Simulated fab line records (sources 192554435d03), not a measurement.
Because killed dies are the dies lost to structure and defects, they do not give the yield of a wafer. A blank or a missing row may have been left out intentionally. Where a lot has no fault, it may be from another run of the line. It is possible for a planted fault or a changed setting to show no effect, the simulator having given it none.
Problem report, 8D (eight disciplines) form, completed by code ; flow n5Finfet ; the parts of the form that need people (team, actions taken, sign-off) are left out

## 1. WHAT IS WRONG
Wafers without a fault read 0.993 a.u., standard deviation 0.018; oesProductAu at N5_DUMMY_GATE_ETCH_23 reads a mean of 1.406 a.u. on 4 wafers belonging to 2 lots. Measured from the usual mean, that is +23 standard deviations.
The step: etches poly-Si in HBr/Cl2/O2, target depth 41 nm, time 22.3 s.
First observed at day 6 06:05: wafer L432.2, on rieSi-01. The record holds 18 wafers of 6 lots with a number at this step. By rule, "out" or "out of limits" means more than 4 standard deviations away from the usual mean. Any other wafer with a number is counted as sound.

## 2. WHAT IT IS AND WHAT IT IS NOT
question;is;is not
which readings at this step;oesProductAu;drypumpMotorCurrentA, throttleValvePct
which lots;L432, L433;L420, L421, L434, L440
which wafers of those lots;L432.2, L432.5, L433.2, L433.5;L432.1, L433.6
read on which tools;rieSi-01;rieSi-03, rieSi-05
when;from day 6 06:05;"up to then (7 sound wafers); but 7 sound wafers of L433, L434, L440 came after"

## 3. THE SUSPECTS, EACH WITH WHAT RULES IT OUT
Counting: if a tool at a process step up to the reading ran every lot that is out, it stays a suspect. Sound lots after the first of them don't rule it out here, since some wafers of a struck lot are sound.
- rieDiel-03 at N5_DUMMY_GATE_ETCH_31 (etches SiO2 in C4F6/O2, target depth 82.5 nm, time 27.5 s): kept. It processed each lot that is out (first: L432, day 6 05:48); up to then, its last sound lot is L421 (day 3 11:52).
- rieSi-01 at N5_DUMMY_GATE_ETCH_32 (etches SiO2 in CF4, target depth 3.5 nm, time 3.9 s): kept. It processed each lot that is out (first: L432, day 6 06:02); up to then, its last sound lot is L421 (day 3 12:07).
- rieSi-01 at N5_DUMMY_GATE_ETCH_23 (etches poly-Si in HBr/Cl2/O2, target depth 41 nm, time 22.3 s): kept. It processed each lot that is out (first: L432, day 6 06:05); up to then, its last sound lot is L421 (day 3 12:08). Its own readings are out on those wafers: oesProductAu.
rieDiel-03 at N5_DUMMY_GATE_ETCH_31, rieSi-01 at N5_DUMMY_GATE_ETCH_32 and rieSi-01 at N5_DUMMY_GATE_ETCH_23 are what is left after counting.

## 4. THE CAUSE (what the simulator had put in)
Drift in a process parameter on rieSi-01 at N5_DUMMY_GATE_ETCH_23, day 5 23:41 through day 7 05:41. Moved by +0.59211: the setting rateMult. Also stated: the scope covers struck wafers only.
Of the 3 suspects that counting leaves, this tool is one.

## 5. THE CHAIN OF EFFECTS, in route order
Each row: a reading whose mean over the struck wafers that have a number lies more than 3 standard deviations from the usual. Only readings whose record carries a usual standard deviation are examined. hours: median over the lots of the time between each lot's start at the first step of this table that gives one and its start at this step. sigmas: the change, counted in usual standard deviations.
hours;step;reading;usual;on struck wafers;change;sigmas
0;N5_DUMMY_GATE_ETCH_23;oesProductAu;0.993 a.u.;1.406;+0.413;+23
Its process steps:
- N5_DUMMY_GATE_ETCH_23: etches poly-Si in HBr/Cl2/O2, target depth 41 nm, time 22.3 s.
Later steps that measure or inspect, where all struck wafers having a row at the step show a number for every such reading and not one has moved that far: N5_DUMMY_GATE_CD_MEAS_24.

## 6. HOW IT WOULD HAVE BEEN CAUGHT EARLIER
In this record the first reading out of limits was taken at day 6 06:05, 6 hours after the fault began at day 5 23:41.
